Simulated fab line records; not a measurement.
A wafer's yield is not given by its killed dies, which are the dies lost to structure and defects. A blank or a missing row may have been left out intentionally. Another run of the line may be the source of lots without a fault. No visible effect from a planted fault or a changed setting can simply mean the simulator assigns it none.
The tool behind it: which one?    flow nand harc    11 lots, 33 wafers sampled, at 5 steps of a route of 1302

== WHAT EACH GAUGE READ, for each wafer ==
NHARC_END_SORT_01.
lot   measured      on         killed at array
L241  day 30 22:32  prober-01  78 63

== EACH LOT AND THE TOOL THAT RAN IT (in order: tool; ch and the chambers of the sampled wafers; start) ==
lot   NHARC_A_STAIRCASE_TRIM_231                     NHARC_A_STAIRCASE_DESCUM_252        NHARC_A_STAIRCASE_ETCH_451          NHARC_A_STAIRCASE_DEP_280
L229  rie diel-03 ch 1,2, day 17 06:41 or earlier    rie diel-03 ch 2,3, day 17 06:41    rie diel-03 ch 0,1,2, day 17 13:02  pecvd-03 ch 1,2, day 17 17:39
L230  rie diel-04 ch 2,3, day 18 01:09 or earlier    rie diel-03 ch 0,2, day 18 01:09    rie diel-11 ch 0,1,2, day 18 05:56  pecvd-03 ch 0,1, day 18 10:26
L231  rie diel-03 ch 2,3, day 18 01:34 or earlier    rie diel-03 ch 0,3, day 18 01:34    rie diel-03 ch 0,1, day 18 06:05    pecvd-03 ch 0,1,2, day 18 11:20
L232  rie diel-04 ch 0,2,3, day 18 19:40 or earlier  rie diel-11 ch 1,2,3, day 18 19:40  rie diel-03 ch 0,2,3, day 19 00:05  pecvd-04 ch 0,2, day 19 04:48
L233  rie diel-11 ch 1,2, day 18 19:50 or earlier    rie diel-04 ch 0,3, day 18 19:50    rie diel-04 ch 2,3, day 19 02:51    pecvd-04 ch 0,1, day 19 08:07
L234  rie diel-04 ch 0,1,2, day 19 04:14 or earlier  rie diel-04 ch 0,1,2, day 19 04:14  rie diel-04 ch 0,1,3, day 19 11:27  pecvd-02 ch 0,1,2, day 19 15:58
L241  rie diel-04 ch 0,1,3, day 22 02:01 or earlier  rie diel-03 ch 0,1, day 22 02:01    rie diel-04 ch 0,2, day 22 09:29    pecvd-04 ch 0,2, day 22 17:51
L242  rie diel-03 ch 1,2, day 22 02:27 or earlier    rie diel-03 ch 0,1,3, day 22 02:27  rie diel-04 ch 1,2, day 22 10:54    pecvd-02 ch 0,1,2, day 22 17:58
L248  rie diel-03 ch 0,1,3, day 24 21:37 or earlier  rie diel-04 ch 0,1,2, day 24 21:37  rie diel-04 ch 1,2,3, day 25 02:02  pecvd-04 ch 0,1,2, day 25 07:17
L247  rie diel-11 ch 0,2, day 24 22:37 or earlier    rie diel-04 ch 1,2, day 24 22:37    rie diel-03 ch 1,2,3, day 25 04:51  pecvd-02 ch 0,1,2, day 25 09:10
L250  rie diel-11 ch 0,2,3, day 25 18:06 or earlier  rie diel-04 ch 0,1,2, day 25 18:06  rie diel-04 ch 0,1, day 25 23:40    pecvd-04 ch 0,1,2, day 26 06:00
- NHARC_A_STAIRCASE_TRIM_231: chemistry O2, time 211.2 s.
- NHARC_A_STAIRCASE_DESCUM_252: chemistry O2, time 3 s.
- NHARC_A_STAIRCASE_ETCH_451: etches the open film in CF4/O2, target depth 30 nm, overetch 3 nm, time 16.5 s.
- NHARC_A_STAIRCASE_DEP_280: deposits SiON, target thk 30 nm.

== THE ANSWER, worked out from the rows above alone ==
Rule: usual is defined by the lots themselves. The widest of any qualifying gaps counts: lots, ordered by their means at a reading, are off when they make up no more than a third of the lots, leave a main group of 4 or more, and stand apart from it by 3 or more times the standard deviation of that group's means. Not used: any main group whose means are identical at the precision the tables above print for the reading. Also off: a lot with no number at a reading for which 4 or more lots have one. Any other lot the step has rows for is counted as sound.
No lot is off at any reading shown: from this, nothing can be told.

== WHAT THE SIMULATOR HAD PUT IN ==
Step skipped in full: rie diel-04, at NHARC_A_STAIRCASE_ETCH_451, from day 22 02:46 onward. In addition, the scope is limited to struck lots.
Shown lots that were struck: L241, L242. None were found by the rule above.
